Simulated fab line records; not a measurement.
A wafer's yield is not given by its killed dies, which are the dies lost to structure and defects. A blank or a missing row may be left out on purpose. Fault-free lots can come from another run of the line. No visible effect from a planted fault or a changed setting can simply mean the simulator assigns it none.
Matching of chambers    flow nand-harc    NHARC_P_M2_CMP_23 on cmp-03: 4 sister chambers
The step polishes, t overpolish 20 s, target thk 144.3 nm. 8 wafers are shown with their chamber, then 11 later ones without.

== WAFERS, EACH WITH ITS CHAMBER ==
wafer   chamber  motor-current-A (A)  time-to-endpoint-s (s)
L079.2  0        11.2                 26
L080.1  1        10.7                 29
L081.3  1        10.5                 24
L081.5  0        11.8                 22
L081.6  3        12.0                 27
L085.3  3        11.1                 29
L085.5  2        8.8                  28
L084.4  2        8.6                  31

== WAFERS MISSING THEIR CHAMBER ==
wafer   motor-current-A (A)  time-to-endpoint-s (s)
L084.5  11.7                 30
L084.6  11.8                 26
L086.1  12.0                 23
L086.2  11.8                 31
L086.3  8.8                  29
L087.3  10.7                 30
L087.5  11.9                 24
L087.6  11.7                 28
L097.1  10.7                 29
L097.2  8.9                  28
L097.3  11.9                 28

== WHICH CHAMBER EACH ONE RAN IN ==
wafer   from the rows above           in truth
L084.5  can't be placed: 3 or 0       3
L084.6  can't be placed: 3 or 0       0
L086.1  can't be placed: 0 or 3       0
L086.2  can't be placed: 3 or 0       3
L086.3  2                             2
L087.3  can't be placed: 1 or 3 or 0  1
L087.5  can't be placed: 0 or 3       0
L087.6  can't be placed: 3 or 0       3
L097.1  can't be placed: 1 or 3 or 0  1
L097.2  2                             2
L097.3  can't be placed: 3 or 0       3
2 of 11 placed correctly. Unplaceable from these rows: 9, with the true chamber sitting among the candidates in 9. Placed wrongly: 0.
How it was worked out, from the rows above alone: a wafer's distance from a chamber is the root of the sum, over the readings, of the square of ((its reading less the chamber's mean) divided by the reading's scatter). If the next closest chamber is less than 2 further off than the closest, the wafer can't be placed; otherwise it belongs to the closest. The mean given for a chamber averages the wafers shown for that chamber. The scatter: the root of (the sum of the squares of (reading less its chamber's mean) over the shown wafers, divided by (wafers less chambers)).
